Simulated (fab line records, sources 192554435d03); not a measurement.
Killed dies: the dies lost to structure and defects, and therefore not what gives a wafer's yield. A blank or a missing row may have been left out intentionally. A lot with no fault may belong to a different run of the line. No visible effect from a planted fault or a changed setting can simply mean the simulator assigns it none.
Chamber matching | flow n5Finfet | 3 sister chambers for N5_GATE_CUT_HM_DEP_46 on pecvd-01
The step deposits SiO2 from TEOS/O2, target thk 130 nm, time 26.6 s. 3 wafers are shown with their chamber, then 7 later ones without.

WAFERS WITH THEIR CHAMBER
wafer  | chamber | throttleValvePct (%)
L868.2 | 0       | 19.1
L873.5 | 2       | 19.3
L883.4 | 1       | 20.5

WAFERS WHOSE CHAMBER IS MISSING
wafer  | throttleValvePct (%)
L883.6 | 19.2
L885.2 | 20.5
L885.5 | 19.2
L885.6 | 19.4
L887.2 | 20.5
L887.3 | 19.0
L887.5 | 19.6

WHICH CHAMBER EACH ONE RAN IN
wafer  | from the rows above     | in truth
L883.6 | can't be placed: 0 or 2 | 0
L885.2 | 1                       | 1
L885.5 | can't be placed: 0 or 2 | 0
L885.6 | can't be placed: 2 or 0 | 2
L887.2 | 1                       | 1
L887.3 | can't be placed: 0 or 2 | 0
L887.5 | can't be placed: 2 or 0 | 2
2 of 7 placed correctly. Can't be placed from these rows: 5 (the true chamber is among the candidates in 5). Placed wrongly: 0.
How it was worked out, from the rows above alone: a wafer's distance from a chamber is the root of the sum, over the readings, of the square of ((its reading less the chamber's mean) divided by the reading's scatter). If the next closest chamber is less than 2 further off than the closest, the wafer can't be placed; otherwise it belongs to the closest. A chamber's mean is the mean of its shown wafers. The scatter: root of mean squared gap, hidden wafer to nearest shown wafer, with one shown wafer a chamber.
